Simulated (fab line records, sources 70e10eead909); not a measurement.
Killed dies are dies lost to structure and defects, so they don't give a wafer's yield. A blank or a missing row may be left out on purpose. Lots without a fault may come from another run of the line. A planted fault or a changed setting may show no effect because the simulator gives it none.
fab line records | flow nand_harc
record lots=13 wafers=39 last_day=33
route steps=1302 shown P_BONDPAD@351 THIN_TSV@1268 END@1302
lots that met no fault: from a run of the same line without faults
start_h: hours from the record's first day to the start of the lot's first wafer shown | wait_h: hours since the lot's step before | " the same as in the row above | L1.1+2: a row that stands for several wafers | - no value, or no start given | * or withheld: withheld | < > ~ a bound
route shown NAME@n: a module of which the file shows steps, and the number in the route of the first | usual: mean/standard deviation of fault-free wafers | same: alike in all rows | chamber/n: place in a boat | sites: the reading at each site | _std_site: their standard deviation | _edge_site: outer sites' mean less inner sites' | radius_mm: how far each site lies from the wafer's centre | mask NAME#n: copy n | behind: the tool/chamber that last shaped the wafer | hold: why the lot was held/for how many hours/how that ended | device: the transistor (n, p or np) that didn't switch | end of line: the same wafers' tests at the end of the route | a step without rows: its recipe alone | killed: dies lost to structure and defects at the first sort, not the wafer's yield | map: a wafer's dies, x killed, . not, _ none there
set.NAME: the setting as run; set.NAME@STEP: as run at that earlier step | model.NAME: the simulator's own value behind a step, which no gauge read
steps of the route over a sample of lots; a table a step, a row a wafer
services: from which hour (start_h, from the record's first day; less than 0 if before it) a tool's chamber was out of use, for how many hours, and why
## steps
# step NHARC_P_BONDPAD_DEP_00
# recipe target_thk_a=2500 temp_c=370 target_thk_nm=250 pressure_torr=3 flow_sccm=200 rf_w=450 material=SiCN
# usual heater_power_w=549/87 showerhead_vpp_V=1315/41
# columns lot.wafer tool chamber start_h wait_h heater_power_w showerhead_vpp_V
L960.6 pecvd-04 1 132.21 - 456 1403
L960.5 " 2 " " 562 1250
L960.4 " 0 " " 488 1354
L962.2 pecvd-01 1 151.34 - 623 1314
L962.4 " 0 " " 424 1346
L962.6 " 0 " " 427 1330
L963.1 pecvd-01 2 164.59 - 511 1315
L963.4 " 2 " " 532 1307
L963.6 " 1 " " 597 1326
L965.2 pecvd-01 1 181.42 - 719 1308
L965.4 " 0 " " 481 1352
L965.6 " 0 " " 383 1355
L966.2 pecvd-01 0 194.08 - 461 1336
L966.6 " 0 " " 463 1351
L966.5 " 1 " " 708 1318
L968.1 pecvd-04 2 216.54 0.5 571 1269
L968.6 " 1 " " 530 1407
L968.4 " 0 " " 449 1346
L975.2 pecvd-02 2 281.30 - 605 1341
L975.3 " 1 " " 569 1262
L975.6 " 2 " " 607 1345
L977.2 pecvd-01 2 303.45 - 601 1294
L977.3 " 2 " " 600 1309
L977.4 " 0 " " 382 1316
L978.6 pecvd-04 1 323.43 - 409 1375
L978.5 " 2 " " 574 1264
L978.4 " 0 " " 386 1356
L979.3 pecvd-01 0 328.29 - 482 1348
L979.2 " 2 " " 567 1290
L979.6 " 0 " " 497 1347
L981.3 pecvd-04 0 338.01 - 425 1330
L981.1 " 1 " " 513 1383
L981.4 " 0 " " 432 1335
L982.3 pecvd-01 0 352.25 - 433 1330
L982.1 " 2 " " 617 1284
L982.6 " 1 " " 699 1287
L983.2 pecvd-02 1 364.16 0.5 555 1270
L983.5 " 2 " " 534 1357
L983.4 " 0 " " 691 1255
# step NHARC_THIN_TSV_ETCHBACK_48
# recipe target_depth_a=10285 over_etch_frac=0.3 time_s=405.17 ion_energy_ev=250 c4f8_flow_sccm=withheld ar_flow_sccm=withheld rf_w=600 bias_w=300 chemistry=C4F8/Ar
# usual oes_product_au=0.94/0.032 rf_vpp_V=546/3.4
# columns lot.wafer tool chamber start_h wait_h oes_product_au rf_hours_counter_h rf_vpp_V
L960.4 rie_diel-06 1 552.15 - 1.00 2 551
L960.6 " 1 " " 0.99 - 551
L960.5 " 2 " " 0.98 - 544
L962.2 rie_diel-06 3 564.59 - 0.91 3 551
L962.4 " 0 " " 0.94 3 548
L962.6 " 2 " " 0.90 - 545
L963.1 rie_diel-05 3 575.87 - 0.92 12 550
L963.4 " 1 " " 0.94 - 545
L963.6 " 2 " " 0.93 - 543
L965.2 rie_diel-06 2 593.29 - 0.88 5 545
L965.4 " 3 " " 0.92 5 549
L965.6 " 2 " " 0.90 - 544
L966.2 rie_diel-05 1 610.27 - 1.00 0 544
L966.5 " 1 " " 1.01 - 544
L966.6 " 2 " " 1.01 - 543
L968.1 rie_diel-05 3 618.82 - 0.93 1 550
L968.4 " 0 " " 0.95 1 542
L968.6 " 0 " " 0.94 - 542
L975.2 rie_diel-06 2 701.58 - 0.98 2 545
L975.3 " 0 " " 0.99 1 547
L975.6 " 3 " " 0.98 - 550
L977.4 rie_diel-05 3 710.54 - 0.92 7 550
L977.2 " 0 " " 0.93 9 543
L977.3 " 1 " " 0.92 8 543
L979.2 rie_diel-06 0 750.26 - 0.94 4 546
L979.3 " 1 " " 0.96 4 551
L979.6 " 3 " " 0.94 - 552
L978.4 rie_diel-05 1 751.42 - 0.94 11 543
L978.6 " 1 " " 0.93 - 542
L978.5 " 2 " " 0.93 - 543
L981.3 rie_diel-07 0 758.32 - 0.93 7 546
L981.1 " 3 " " 0.92 5 548
L981.4 " 2 " " 0.92 - 552
L982.1 rie_diel-06 2 764.03 - 0.91 5 544
L982.3 " 0 " " 0.92 5 547
L982.6 " 2 " " 0.91 - 546
L983.2 rie_diel-06 3 775.31 - 0.92 5 550
L983.4 " 3 " " 0.91 - 550
L983.5 " 1 " " 0.91 - 551
# step NHARC_THIN_TSV_PVD_51
# recipe target_thk_a=1000 chamber_pressure_pa=5 material=Cu
# usual throttle_valve_pct=30.0/1
# columns lot.wafer tool chamber start_h wait_h throttle_valve_pct
L960.4 pvd_sputter-01 - - - 32.0
L960.6 " - " " 31.9
L960.5 " - " " 28.7
L962.4 pvd_sputter-03 - - - 31.2
L962.2 " - " " 29.5
L962.6 " - " " 31.2
L963.1 pvd_sputter-01 - - - 29.4
L963.4 " - " " 28.5
L963.6 " - " " 29.6
L965.2 pvd_sputter-02 - - - 30.4
L965.4 " - " " 30.2
L965.6 " - " " 28.7
L966.2 pvd_sputter-01 - - - 28.8
L966.6 " - " " 29.4
L966.5 " - " " 32.1
L968.1 pvd_sputter-02 - - - 30.5
L968.4 " - " " 28.9
L968.6 " - " " 30.4
L975.3 pvd_sputter-01 - - - 28.8
L975.2 " - " " 32.1
L975.6 " - " " 29.4
L977.2 pvd_sputter-01 - - - 29.6
L977.4 " - " " 29.4
L977.3 " - " " 32.3
L979.2 pvd_sputter-03 - - - 30.1
L979.3 " - " " 29.5
L979.6 " - " " 31.3
L978.4 pvd_sputter-01 - - - 29.4
L978.5 " - " " 29.3
L978.6 " - " " 28.7
L981.1 pvd_sputter-03 - - - 30.4
L981.3 " - " " 29.4
L981.4 " - " " 29.9
L982.3 pvd_sputter-03 - - - 29.7
L982.1 " - " " 30.4
L982.6 " - " " 29.6
L983.4 pvd_sputter-01 - - - 32.4
L983.2 " - " " 28.3
L983.5 " - " " 32.6
# step NHARC_THIN_TSV_PRE_CLEAN_54
# recipe time_s=30 temp_c=280 gas=H2/He
# usual heater_power_w=417/29
# columns lot.wafer tool chamber start_h wait_h heater_power_w
L960.4 pvd_sputter-02 - 554.77 0.0 442
L960.6 " - " " 400
L960.5 " - " " 429
L962.2 pvd_sputter-03 - 567.15 0.1 455
L962.4 " - " " 409
L962.6 " - " " 452
L963.1 pvd_sputter-01 - 578.55 0.1 345
L963.4 " - " " 383
L963.6 " - " " 337
L965.2 pvd_sputter-02 - 595.86 0.0 448
L965.4 " - " " 464
L965.6 " - " " 476
L966.2 pvd_sputter-03 - 612.91 0.1 392
L966.6 " - " " 413
L966.5 " - " " 431
L968.4 pvd_sputter-01 - 621.42 0.1 393
L968.1 " - " " 349
L968.6 " - " " 421
L975.3 pvd_sputter-01 - 704.17 0.1 450
L975.2 " - " " 414
L975.6 " - " " 442
L977.2 pvd_sputter-02 - 713.11 0.0 431
L977.4 " - " " 444
L977.3 " - " " 391
L979.3 pvd_sputter-03 - 752.81 0.0 393
L979.2 " - " " 454
L979.6 " - " " 396
L978.4 pvd_sputter-02 - 754.01 0.1 421
L978.6 " - " " 422
L978.5 " - " " 390
L981.1 pvd_sputter-03 - 761.00 0.0 374
L981.3 " - " " 407
L981.4 " - " " 424
L982.1 pvd_sputter-02 - 766.59 0.1 400
L982.3 " - " " 455
L982.6 " - " " 393
L983.2 pvd_sputter-01 - 777.98 0.0 438
L983.4 " - " " 397
L983.5 " - " " 435
# step NHARC_END_SORT_01
# recipe temp_c=25
# usual defect_limited_yield=91/3 killed_at_array=55/20 killed_at_other=1.2/1.3 killed_at_periphery=4.0/3 killed_dies=60/21 killed_open=3.2/1.9 killed_short=2.5/1.6
# same gross_dies=677
# columns lot.wafer tool chamber start_h wait_h defect_limited_yield[%] killed_at_array killed_at_other killed_at_periphery killed_dies killed_open killed_short
L962.2 prober-02 0 578.05 2.8 95 31 0 2 33 3 1
L962.4 prober-02 0 579.64 3.4 95 26 0 6 32 5 2
L962.6 prober-02 0 581.23 4.0 96 22 0 2 24 3 1
L963.1 prober-02 0 588.70 2.5 95 22 0 11 33 5 1
L963.4 prober-02 0 591.14 3.4 96 23 0 4 27 7 5
L963.6 prober-02 0 592.77 4.1 96 19 0 5 24 4 1
L965.2 prober-02 0 606.74 2.8 79 61 4 77 142 4 5
L965.4 prober-02 0 608.32 3.4 83 48 1 66 115 6 0
L965.6 prober-02 0 609.90 4.0 82 48 2 71 121 4 1
L966.2 prober-01 0 623.75 2.8 81 61 0 65 126 2 2
L966.5 prober-01 0 626.15 3.7 79 70 0 74 144 1 1
L966.6 prober-01 0 626.94 4.0 81 67 1 64 132 1 1
L968.4 prober-01 0 633.12 3.4 90 63 0 3 66 1 2
L975.2 prober-02 0 715.50 2.8 92 48 1 4 53 3 6
L975.3 prober-02 0 716.32 3.2 91 52 3 7 62 3 2
L975.6 prober-02 0 718.77 4.1 91 55 4 4 63 2 2
L983.2 prober-01 0 789.12 2.8 96 24 2 4 30 2 1
L983.4 prober-01 0 790.70 3.4 97 19 0 4 23 7 1
L983.5 prober-01 0 791.49 3.7 97 19 2 0 21 3 4
# killed by level:class
L962.2 A_CONTACT:chamber_film_flake=10 A_CHANNEL_HOLE_D2:chamber_film_flake=9 A_STAIRCASE:chamber_film_flake=5 A_DECK1_JOINT:chamber_film_flake=2 P_M0:geometric_particle:open=1 A_ONON_D2:geometric_particle:short=1 A_CHANNEL_FILL_D2:geometric_particle:open=1 A_M0:geometric_particle:open=1
L962.4 A_CONTACT:chamber_film_flake=9 A_CHANNEL_HOLE_D2:chamber_film_flake=8 A_CHANNEL_HOLE_D1:chamber_film_flake=4 P_CONTACT:geometric_particle:open=2 P_M0:geometric_particle:open=2 P_M2:chamber_film_flake=2 A_SOURCE_PLATE:geometric_particle:open=1 A_DECK1_JOINT:geometric_particle:short=1
L962.6 A_CHANNEL_HOLE_D2:chamber_film_flake=9 A_CONTACT:chamber_film_flake=6 A_CONTACT:geometric_particle:open=2 A_DECK1_JOINT:chamber_film_flake=2 P_CONTACT:geometric_particle:open=1 A_BLC:geometric_particle:short=1 P_M2:chamber_film_flake=1 A_CHANNEL_FILL_D1:chamber_film_flake=1
L963.1 A_CHANNEL_HOLE_D2:chamber_film_flake=12 P_M1:chamber_film_flake=5 A_CONTACT:chamber_film_flake=3 P_GATE:chamber_film_flake=2 A_CHANNEL_FILL_D2:chamber_film_flake=2 A_WL_FILL:chamber_film_flake=2 P_CONTACT:geometric_particle:short=1 P_CONTACT:geometric_particle:open=1
L963.4 A_CHANNEL_HOLE_D2:chamber_film_flake=7 A_CHANNEL_HOLE_D1:chamber_film_flake=4 A_CHANNEL_FILL_D1:geometric_particle:short=2 P_M1:chamber_film_flake=2 P_CONTACT:geometric_particle:open=1 P_M0:geometric_particle:open=1 A_ONON_D1:geometric_particle:open=1 A_CHANNEL_HOLE_D1:geometric_particle:short=1
L963.6 A_CHANNEL_HOLE_D2:chamber_film_flake=9 A_CONTACT:chamber_film_flake=3 A_DECK1_JOINT:chamber_film_flake=2 P_GATE:geometric_particle:open=1 P_CONTACT:geometric_particle:open=1 A_CHANNEL_FILL_D1:geometric_particle:short=1 A_CHANNEL_HOLE_D2:geometric_particle:open=1 A_CONTACT:geometric_particle:open=1
L965.2 P_BONDPAD:unspecified=76 A_CHANNEL_HOLE_D1:chamber_film_flake=35 A_CHANNEL_HOLE_D2:chamber_film_flake=11 THIN_TSV:chamber_film_flake=4 A_ONON_D1:geometric_particle:short=2 A_CHANNEL_FILL_D1:chamber_film_flake=2 A_CONTACT:chamber_film_flake=2 A_M1:chamber_film_flake=2
L965.4 P_BONDPAD:unspecified=66 A_CHANNEL_HOLE_D1:chamber_film_flake=23 A_CHANNEL_HOLE_D2:chamber_film_flake=11 A_BLC:geometric_particle:open=2 A_M0:geometric_particle:open=2 A_CHANNEL_FILL_D1:chamber_film_flake=2 A_CHANNEL_FILL_D2:geometric_particle:open=1 A_SGD_CUT:geometric_particle:open=1
L965.6 P_BONDPAD:unspecified=68 A_CHANNEL_HOLE_D1:chamber_film_flake=25 A_CHANNEL_HOLE_D2:chamber_film_flake=17 A_SLIT:chamber_film_flake=2 THIN_TSV:chamber_film_flake=2 P_GATE:geometric_particle:open=1 P_M1:geometric_particle:open=1 A_SGD_CUT:geometric_particle:open=1
L966.2 P_BONDPAD:unspecified=61 A_CHANNEL_HOLE_D2:chamber_film_flake=29 A_CHANNEL_HOLE_D1:chamber_film_flake=25 A_CONTACT:chamber_film_flake=3 P_ZERO_WELL:chamber_film_flake=2 A_M0:chamber_film_flake=2 P_CONTACT:geometric_particle:open=1 P_M0:geometric_particle:open=1
L966.5 P_BONDPAD:unspecified=74 A_CHANNEL_HOLE_D1:chamber_film_flake=33 A_CHANNEL_HOLE_D2:chamber_film_flake=29 A_M0:chamber_film_flake=4 A_ONON_D2:geometric_particle:open=1 A_WL_FILL:geometric_particle:short=1 A_DECK1_JOINT:chamber_film_flake=1 A_M1:chamber_film_flake=1
L966.6 P_BONDPAD:unspecified=63 A_CHANNEL_HOLE_D2:chamber_film_flake=34 A_CHANNEL_HOLE_D1:chamber_film_flake=27 A_M0:chamber_film_flake=2 P_M0:geometric_particle:open=1 A_WL_FILL:geometric_particle:short=1 A_SLIT:chamber_film_flake=1 A_SGD_CUT:chamber_film_flake=1
L968.4 A_CHANNEL_HOLE_D1:chamber_film_flake=32 A_CHANNEL_HOLE_D2:chamber_film_flake=14 A_CHANNEL_FILL_D1:chamber_film_flake=3 A_SGD_CUT:chamber_film_flake=3 A_CONTACT:chamber_film_flake=3 A_DECK1_JOINT:chamber_film_flake=2 A_WL_FILL:chamber_film_flake=2 P_M0:geometric_particle:short=1
L975.2 A_CHANNEL_HOLE_D1:chamber_film_flake=28 A_STAIRCASE:chamber_film_flake=4 A_SLIT:chamber_film_flake=3 A_SGD_CUT:chamber_film_flake=3 P_M1:geometric_particle:short=1 A_SOURCE_PLATE:geometric_particle:short=1 A_CHANNEL_FILL_D1:geometric_particle:open=1 A_DECK1_JOINT:geometric_particle:short=1
L975.3 A_CHANNEL_HOLE_D1:chamber_film_flake=32 A_SLIT:chamber_film_flake=7 A_STAIRCASE:chamber_film_flake=6 THIN_TSV:chamber_film_flake=3 P_CONTACT:geometric_particle:open=2 P_BONDPAD:chamber_film_flake=2 A_CHANNEL_FILL_D2:chamber_film_flake=2 A_CONTACT:chamber_film_flake=2
L975.6 A_CHANNEL_HOLE_D1:chamber_film_flake=35 A_SLIT:chamber_film_flake=6 THIN_TSV:chamber_film_flake=4 A_STAIRCASE:chamber_film_flake=4 A_CHANNEL_FILL_D1:chamber_film_flake=3 P_M0:chamber_film_flake=2 A_CONTACT:chamber_film_flake=2 P_M2:geometric_particle:short=1
L983.2 A_SLIT:chamber_film_flake=13 P_M0:chamber_film_flake=3 A_CHANNEL_HOLE_D2:chamber_film_flake=3 A_M1:chamber_film_flake=3 THIN_TSV:chamber_film_flake=2 P_M0:geometric_particle:open=1 A_DECK1_JOINT:geometric_particle:short=1 A_M0:geometric_particle:open=1
L983.4 A_SLIT:chamber_film_flake=7 A_M1:chamber_film_flake=4 P_M0:geometric_particle:open=2 A_CONTACT:chamber_film_flake=2 P_GATE:geometric_particle:open=1 P_CONTACT:geometric_particle:open=1 A_ONON_D1:geometric_particle:short=1 A_ONON_D1:geometric_particle:open=1
L983.5 A_SLIT:chamber_film_flake=9 THIN_TSV:chamber_film_flake=2 A_ONON_D1:geometric_particle:short=1 A_DECK1_JOINT:geometric_particle:open=1 A_DECK1_JOINT:geometric_particle:short=1 A_ONON_D2:geometric_particle:open=1 A_ONON_D2:geometric_particle:short=1 A_WL_FILL:geometric_particle:short=1
## services
# columns tool chamber start_h hours kind
pvd_sputter-02 - 124.33 2.5 repair
pecvd-01 - 130.00 13.0 pm
rie_diel-06 - 130.20 9.0 pm
pvd_sputter-02 - 145.66 7.6 repair
pecvd-01 2 148.86 11.9 repair
pecvd-01 2 166.98 44.0 repair
pvd_sputter-03 - 170.02 10.0 pm
rie_diel-06 3 172.71 22.3 repair
rie_diel-06 0 176.51 71.6 repair
pvd_sputter-01 - 226.02 10.0 pm
pvd_sputter-01 - 294.92 2.3 repair
pvd_sputter-03 - 348.02 10.0 pm
pvd_sputter-01 - 404.05 10.0 pm
pvd_sputter-03 - 470.28 3.2 repair
pvd_sputter-01 - 496.91 5.4 repair
pvd_sputter-03 - 526.02 10.0 pm
pvd_sputter-01 - 547.17 1.3 repair
pvd_sputter-01 - 554.22 0.9 repair
pvd_sputter-03 - 576.19 3.6 repair
pvd_sputter-01 - 582.05 10.0 pm
pvd_sputter-01 - 625.34 4.8 repair
pvd_sputter-01 - 660.35 4.0 repair
pvd_sputter-03 - 704.02 10.0 pm
pvd_sputter-01 - 760.05 10.0 pm
## key
first_sign step=NHARC_END_SORT_01 reading=killed_at_periphery direction=up sigmas=22 usual=4.0 struck=69.5
effect step=NHARC_END_SORT_01 reading=defect_limited_yield direction=down sigmas=3.4 usual=91 struck=81
more_kills_born_at NHARC_P_BONDPAD_DEP_00@pecvd-01=408
met_at NHARC_P_BONDPAD_DEP_00
struck_lots L965,L966
not_acting_at NHARC_THIN_TSV_ETCHBACK_48,NHARC_THIN_TSV_PVD_51,NHARC_THIN_TSV_PRE_CLEAN_54
onset_between 164.59 181.42
fault kind=chamber_particle_source tool=pecvd-01 chamber=- onset_h=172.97 steps=NHARC_P_BONDPAD_DEP_00 rate_per_visit_cm2=0.42539 end_h=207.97
